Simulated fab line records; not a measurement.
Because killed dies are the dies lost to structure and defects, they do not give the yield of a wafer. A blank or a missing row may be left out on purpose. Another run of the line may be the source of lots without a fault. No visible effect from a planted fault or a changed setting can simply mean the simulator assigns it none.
A struck lot beside a sound one + flow nand-harc + 15 steps out of a route of 1159
Sound: these wafers, L483.2, L483.3, L483.4. Wafers L493.2, L493.3, L493.4 were the ones struck. The cause is given at the end.
Per side, at each step with rows, come the tool, then ch with its chambers, and then its first start. Under that, the readings that differ: sound wafers + struck wafers + difference of the means + sigmas: that difference in standard deviations of wafers without a fault.
alike: words and numbers the same on both sides, and readings whose means are apart by under 2 such deviations; not compared: readings that were withheld, readings missing a value for some wafer, numbers with overlapping values and no deviation given by the record, and bounds like >300 which may hide the same value.
Wherever a step has rows on one side only, a row that says differs or no value, or a row with sigmas, the two part there. When numbers do not overlap yet have no deviation, they are printed without sigmas and do not part them. A reading missing from all wafers of one side parts the sides only when that side holds two or more wafers.

first, 4 steps without rows for these wafers: NHARC_A_M1_EBR_05; NHARC_A_M1_EXPOSE_06 (exposes mask A M1, target cd 120 nm); NHARC_A_M1_PEB_07 (peb time 65 s); NHARC_A_M1_DEVELOP_08 (develop time 35 s).
NHARC_A_M1_CD_MEAS_09: target cd 120 nm.
  sound on cd-sem-01 ch 0, day 17 20:43; struck on cd-sem-01 ch 0, day 20 10:25
  alike: cd-nm
NHARC_A_M1_OVL_MEAS_10: pitch 240 nm.
  sound: overlay-02 at day 17 20:49; struck: overlay-01 at day 20 10:29
  alike: overlay-x-nm, overlay-y-nm
NHARC_A_M1_INSPECT_11:
  sound: defect-inspect-02 at day 17 20:50; struck: defect-inspect-02 at day 20 10:32
  alike: raw-defect-count
NHARC_A_M1_DESCUM_14: chemistry O2, time 3 s.
  sound on rie-diel-12 ch 0,1,2, day 17 20:54; struck on rie-diel-12 ch 0,1,2, day 20 10:35
| reading                | sound       | struck      | difference | sigmas |
|------------------------|-------------|-------------|------------|--------|
| rf-hours-counter-h (h) | 0.5 0.5 0.5 | 1.8 1.9 1.9 | +1.4       |        |
  alike: drypump-motor-current-A, oes-product-au, rf-vpp-V, showerhead-plenum-p-Torr, throttle-valve-pct
NHARC_A_M1_ETCH_35: etches the open film in N2/H2, target depth 40 nm, overetch 12 nm, time 43.94 s.
  sound on rie-diel-12 ch 0,1,2, day 17 20:59; struck on rie-diel-12 ch 1,2,3, day 20 10:41
| reading                | sound       | struck      | difference | sigmas |
|------------------------|-------------|-------------|------------|--------|
| rf-hours-counter-h (h) | 0.5 0.5 0.5 | 1.9 1.8 1.9 | +1.4       |        |
  alike: bias-w, chamber-pressure-mTorr, drypump-motor-current-A, oes-product-au, rf-vpp-V, showerhead-plenum-p-Torr, throttle-valve-pct
NHARC_A_M1_ETCH_15: etches the open film in C4F8/Ar, target depth 182.5 nm, time 91.2 s.
  sound on rie-diel-12 ch 0,2,3; struck on rie-diel-12 ch 0,1,3
| reading                | sound       | struck      | difference | sigmas |
|------------------------|-------------|-------------|------------|--------|
| rf-hours-counter-h (h) | 0.5 0.5 0.5 | 1.8 1.8 1.9 | +1.3       |        |
  alike: bias-w, chamber-pressure-mTorr, oes-product-au, rf-vpp-V
NHARC_A_M1_CD_MEAS_16:
  sound: cd-sem-01 at day 17 21:13; struck: cd-sem-01 at day 20 10:54
  alike: cd-nm
NHARC_A_M1_STRIP_18: strips in N2/H2.
  sound on rie-diel-09 ch 0,1,2, day 17 21:17; struck on rie-diel-09 ch 0,2,3, day 20 10:59
| reading                | sound    | struck | difference | sigmas |
|------------------------|----------|--------|------------|--------|
| rf-hours-counter-h (h) | 12 11 11 | 3 3 2  | -9         |        |
  alike: drypump-motor-current-A, oes-product-au, rf-vpp-V, showerhead-plenum-p-Torr, throttle-valve-pct
NHARC_A_M1_ETCH_28: etches the open film in CF4/N2, target depth 30 nm, time 72.99 s.
  sound on rie-diel-09 ch 0,1,2, day 17 21:31; struck on rie-diel-09 ch 0,1,3, day 20 11:14
  no value came back on the struck wafers for any of 8 readings (bias-w (W), cf4-flow-sccm (sccm) and others); on the sound wafers bias-w (W) reads 99.7 99.8 99.9
then, 2 steps without rows for these wafers: NHARC_A_M1_STRIP_19 (strips in post etch residue remover, time 600 s); NHARC_END_SORT_01.

WHERE THEY PART
Only at NHARC_A_M1_ETCH_28, as far as this record shows.

WHY: what the simulator had put in
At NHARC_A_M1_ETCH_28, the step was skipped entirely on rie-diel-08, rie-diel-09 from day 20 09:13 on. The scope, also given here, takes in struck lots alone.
